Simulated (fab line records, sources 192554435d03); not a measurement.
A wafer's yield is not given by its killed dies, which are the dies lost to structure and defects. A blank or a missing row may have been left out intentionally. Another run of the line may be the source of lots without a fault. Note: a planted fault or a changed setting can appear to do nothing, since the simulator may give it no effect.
Which tool did it?	flow n5_finfet	Sampling: 10 lots, 30 wafers, 2 of 1938 route steps

## WHAT THE GAUGES SHOWED, per wafer
N5_WELL_APT_CD_MEAS_25 targets a cd of 200 nm.
lot	measured	on	cd_nm (nm)
L499	day 2 21:08	cd_sem-01	200.0 197.2 198.8
L501	day 3 09:06	cd_sem-02	199.4 201.9 203.3
L505	day 4 08:49	cd_sem-03	198.3 198.5 195.4
L506	day 4 15:03	cd_sem-03	203.3 199.5 202.7
L507	day 4 21:12	cd_sem-01	199.2 196.7 198.7
L510	day 5 15:03	cd_sem-02	198.1 198.0 194.4
L511	day 5 21:18	cd_sem-01	200.2 199.5 201.7
L512	day 6 03:39	cd_sem-03	199.6 199.6 196.7
L513	day 6 08:56	cd_sem-01	205.5 202.1 203.2
L516	day 7 03:05	cd_sem-02	204.8 200.8 202.8

## EACH LOT AND THE TOOL THAT RAN IT (in order: tool; ch and the chambers of the sampled wafers; start)
lot	N5_ZERO_LAYER_DESCUM_16
L499	rie_diel-04 ch 1,3, day 2 18:48
L501	rie_diel-06 ch 0,2, day 3 06:58
L505	rie_diel-06 ch 0,2,3, day 4 06:48
L506	rie_diel-04 ch 0,2,3, day 4 13:01
L507	rie_diel-01 ch 0,2,3, day 4 18:42
L510	rie_diel-01 ch 0,2, day 5 12:48
L511	rie_diel-04 ch 1,2,3, day 5 18:41
L512	rie_diel-01 ch 0,1,2, day 6 01:04
L513	rie_diel-04 ch 0,2,3, day 6 06:48
L516	rie_diel-01 ch 1,2, day 7 00:48
- N5_ZERO_LAYER_DESCUM_16: chemistry O2, time 7.9 s.

## THE ANSWER, worked out from the rows above alone
Rule: usual is defined by the lots themselves. The widest of any qualifying gaps counts: lots, ordered by their means at a reading, are off when they make up no more than a third of the lots, leave a main group of 4 or more, and stand apart from it by 3 or more times the standard deviation of that group's means. If all means in a main group match to the digits the tables above print for the reading, that group is not used. A lot without any number at a reading at which 4 lots or more have one is off too. The other lots that the step has rows for count as sound.
No lot is off at any reading shown: from this, nothing can be told.

## WHAT HAD BEEN PUT IN BY THE SIMULATOR
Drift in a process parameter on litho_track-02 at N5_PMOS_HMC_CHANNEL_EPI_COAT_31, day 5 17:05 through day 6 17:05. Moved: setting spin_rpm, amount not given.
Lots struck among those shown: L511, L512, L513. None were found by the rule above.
